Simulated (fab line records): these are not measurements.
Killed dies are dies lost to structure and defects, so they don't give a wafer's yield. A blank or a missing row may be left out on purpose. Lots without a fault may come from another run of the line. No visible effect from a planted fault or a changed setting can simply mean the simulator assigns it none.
Struck lot and sound lot, side by side	flow n5-finfet	15 out of 1938 route steps
Sound: the wafers L569.3, L569.4, L569.6. Struck: wafer L562.2. (L562.4 of the same lot was not struck and is left out.) The cause comes at the end.
Each step with rows lists, per side, the tool, then ch with its chambers, then its first start. Under that, the readings that differ: sound wafers	struck wafers	difference of the means	sigmas: that difference in standard deviations of wafers without a fault.
alike: readings whose means differ by less than 2 such deviations, and words and numbers that are the same on both sides. not compared: withheld readings, readings that some wafer has no value for, bounds like >300 that may hide the same value, and numbers for which the record gives no deviation and whose values overlap.
Wherever a step has rows on one side only, a row that says differs or no value, or a row with sigmas, the two part there. Numbers that have no deviation but don't overlap get no sigmas and don't part them. A reading that every wafer of one side lacks parts them only if that side has two wafers or more.

first, 7 steps without rows for these wafers: N5_BEOL_M10_COAT_64 (time 60 s, resist thk 30 nm); N5_BEOL_M10_COAT_22 (resist thk 90 nm); N5_BEOL_M10_EBR_24; N5_BEOL_M10_SOFTBAKE_23 (time 60 s); N5_BEOL_M10_EXPOSE_25 (exposes mask V9); N5_BEOL_M10_PEB_26 (peb time 60 s); N5_BEOL_M10_DEVELOP_27 (develop time 30 s).
N5_BEOL_M10_CD_MEAS_28 targets a cd of 70 nm.
  sound on cd-sem-03 ch 0, day 15 01:45; struck on cd-sem-02 ch 0, day 13 04:11
  alike: cd-nm
N5_BEOL_M10_OVL_MEAS_29:
  sound on overlay-02 ch 0, day 15 01:47; struck on overlay-02 ch 0, day 13 04:13
  alike: V9_OVL
N5_BEOL_M10_INSPECT_30: inspects for defects (brightfield).
  sound: defect-inspect-02 at day 15 01:49; struck: defect-inspect-02 at day 13 04:14
  alike: raw-defect-count
N5_BEOL_M10_DESCUM_33: chemistry O2, time 7.9 s.
  sound on rie-diel-02 ch 0,1,2, day 15 01:50; struck on rie-diel-04 ch 3, day 13 04:17
reading	sound	struck	difference	sigmas
showerhead-plenum-p-Torr (Torr)	1.99 2.04 2.11	2.23	+0.18	+2
throttle-valve-pct (%)	20.50 20.15 20.53	19.84	-0.55	-3
  alike: drypump-motor-current-A, o2-flow-sccm, oes-product-au, rf-vpp-V
  not compared: rf-hours-counter-h
N5_BEOL_M10_ETCH_65: etches SiARC in CF4, target depth 39 nm, time 65 s.
  sound on rie-diel-02 ch 0,1,2, day 15 01:52; struck on rie-diel-04 ch 3, day 13 04:19
reading	sound	struck	difference	sigmas
etch-rf-on-time-s (s)	68.4 66.7 68.6	61.6	-6.3	-3
rf-vpp-V (V)	181.6 184.7 184.8	187.5	+3.8	+3
showerhead-plenum-p-Torr (Torr)	2.02 2.12 2.16	2.28	+0.18	+2
throttle-valve-pct (%)	15.59 15.44 15.66	15.09	-0.47	-3
  alike: cf4-flow-sccm, drypump-motor-current-A, oes-product-au
  not compared: rf-hours-counter-h
N5_BEOL_M10_ETCH_66: etches SOC in N2/H2, target depth 120 nm, overetch 24 nm, time 180 s.
  sound on rie-diel-02 ch 0,1,2, day 15 01:55; struck on rie-diel-04 ch 3, day 13 04:22
reading	sound	struck	difference	sigmas
showerhead-plenum-p-Torr (Torr)	2.39 2.46 2.55	2.71	+0.24	+2
model.SiARC_of_BEOL_M10_COAT_64.thk-nm (nm)	23.2 23 23.4	23.8	+0.6	
  alike: drypump-motor-current-A, oes-product-au, rf-vpp-V, throttle-valve-pct
  not compared: rf-hours-counter-h
then, 1 step without rows for these wafers: N5_BEOL_M10_STRIP_69 (strips in N2/H2).
-- the record jumps here: 2 days lie between the struck wafers' starts before and after (it left off in module BEOL_M10 and takes up again in module PASSIVATION, whose first step shown is number 1936 of the route) --
N5_PASSIVATION_PROBE_49:
  sound: prober-01 at day 17 12:07; struck: prober-01 at day 15 11:58
  alike: defect-limited-yield, killed_at_M0_to_M3, killed_at_M4_up, killed-at-contacts, killed-at-front-end, killed-at-other, killed-dies, killed-on-rim, killed-open, killed-short, sort_bin_4_leakage, sort_bin_5_function, sort_bin_6_memory, sort_bin_8_speed, sort-n-pass, sort-yield-pct

## WHERE THEY PART
Earliest at N5_BEOL_M10_DESCUM_33; latest, in this record, at N5_BEOL_M10_ETCH_66. Later steps at which nothing parts them and some readings are alike: N5_PASSIVATION_PROBE_49.

WHY: the cause the simulator had injected
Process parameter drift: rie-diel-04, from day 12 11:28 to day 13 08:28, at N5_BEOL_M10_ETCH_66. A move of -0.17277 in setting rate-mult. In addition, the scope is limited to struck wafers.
